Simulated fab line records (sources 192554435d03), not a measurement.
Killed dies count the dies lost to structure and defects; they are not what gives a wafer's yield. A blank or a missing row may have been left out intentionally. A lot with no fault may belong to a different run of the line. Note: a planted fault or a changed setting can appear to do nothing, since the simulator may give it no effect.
Split-lot study ; flow n5-finfet ; on a route of 1938 steps: 7 lots, 21 wafers read

== SPLIT DETAILS ==
At N5_PMOS_HMC_CHANNEL_EPI_COAT_31 (time 60 s, resist thk 66 nm), the setting spin-rpm was moved away from the recipe's 1500 rpm on 7 of the 21 wafers read, by -7.1% to +10.9%. This setting was run at the recipe's value on the other wafers.

== FROM THE SPLIT TO THE READING: what the file shows between them, 4 steps ==
- N5_PMOS_HMC_CHANNEL_EPI_PEB_07: peb time 60 s (also split here: peb-temp-c)
- N5_PMOS_HMC_CHANNEL_EPI_DEVELOP_08: develop time 30 s
- N5_PMOS_HMC_CHANNEL_EPI_CD_MEAS_09: target cd 237.4 nm
- N5_PMOS_HMC_CHANNEL_EPI_DESCUM_14: chemistry O2, time 7.9 s

== THE READING ==
etch.depth-nm (the simulator's own value, which no gauge read), in nm, at N5_PMOS_HMC_CHANNEL_EPI_ETCH_32 (etches BARC in N2/H2, stops on SiO2, target depth 85.8 nm, time 50.3 s). There is no usual value for it anywhere in the file. Average 66.06 nm, standard deviation 0.19 nm, over the 14 wafers here run with the recipe.

wafer;tool, chamber at the split;spin-rpm as run, rpm;against the recipe;etch.depth-nm, nm;against lot-mates on the recipe
L074.4;litho-track-05, 0;1558;+3.9%;65.12;-1.19
L074.5;litho-track-05, 0;1500;recipe;66.4;-
L074.6;litho-track-05, 0;1500;recipe;66.22;-
L080.1;litho-track-03, 0;1500;recipe;65.87;-
L080.3;litho-track-03, 0;1500;recipe;65.95;-
L080.4;litho-track-03, 0;1547;+3.1%;64.89;-1.02
L082.1;litho-track-05, 0;1396;-6.9%;69.04;no lot-mate on the recipe
L082.4;litho-track-05, 0;1396;-6.9%;68.84;no lot-mate on the recipe
L082.5;litho-track-05, 0;1396;-6.9%;68.98;no lot-mate on the recipe
L088.1;litho-track-03, 0;1393;-7.1%;68.27;+2.47
L088.3;litho-track-03, 0;1500;recipe;65.82;-
L088.5;litho-track-03, 0;1500;recipe;65.78;-
L090.2;litho-track-03, 0;1500;recipe;65.89;-
L090.5;litho-track-03, 0;1500;recipe;65.89;-
L090.6;litho-track-03, 0;1664;+10.9%;62.54;-3.35
L095.2;litho-track-05, 0;1500;recipe;66.12;-
L095.3;litho-track-05, 0;1500;recipe;66.23;-
L095.5;litho-track-05, 0;1500;recipe;66.24;-
L096.2;litho-track-03, 0;1500;recipe;66.1;-
L096.5;litho-track-03, 0;1500;recipe;66.05;-
L096.6;litho-track-03, 0;1500;recipe;66.28;-

FIT RESULTS
A straight line over all 21 wafers: etch.depth-nm changes by -0.356 nm for each +1% of spin-rpm; r = -0.98; the points scatter about the line by 0.27 nm.
The same after taking each lot's own level away (the mean of its wafers on the recipe; 18 wafers): -0.319 nm for each +1%; r = -1.00; scatter 0.083 nm.
According to that fit, moving spin-rpm by its largest amount changes the reading by 3.5 nm.
Measured against the standard deviation above, the lots' own levels, which go from 65.800 to 66.310 nm, span 2.7 times it.
So the slope is not independent of the lot-to-lot level: the two fits are not the same.
Check: with one of the wafers moved furthest among these (+10.9%) left out of the fit, the line predicts -3.66 nm for it against its lot-mates. Against them it came out at -3.35 nm.

== OTHER SPLITS APPLIED TO THESE WAFERS ==
Note: prior to the reading, these wafers also went through further splits. Each is held against what the fit with the lots' levels taken away leaves over:
other split on the same wafers;wafers away from the commonest value;r with etch.depth-nm (lot level and that fit taken away)
N5_ZERO_LAYER_EXPOSE_08 dose-mj;5;-0.14
N5_WELL_APT_COAT_02 spin-rpm;8;-0.32
N5_PMOS_HMC_CHANNEL_EPI_PEB_07 peb-temp-c;11;-0.43

== THE WHOLE CHAIN: every reading that the file lists as answering this split, in the file's order ==
step;what it does;reading;change (the file's fit);r (the file's)
N5_PMOS_HMC_CHANNEL_EPI_COAT_31;time 60 s, resist thk 66 nm;BARC_of_PMOS_HMC_CHANNEL_EPI_COAT_31.thk-nm (the simulator's own value, which no gauge read);-0.318 nm for each +1% of the setting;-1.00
N5_PMOS_HMC_CHANNEL_EPI_ETCH_32;etches BARC in N2/H2, stops on SiO2, target depth 85.8 nm, time 50.3 s;etch.depth-nm (the simulator's own value, which no gauge read);-0.318 nm for each +1% of the setting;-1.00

== THE FILE'S OWN FIT ==
etch.depth-nm changes by -0.318 nm for each +1% of spin-rpm, r = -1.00.
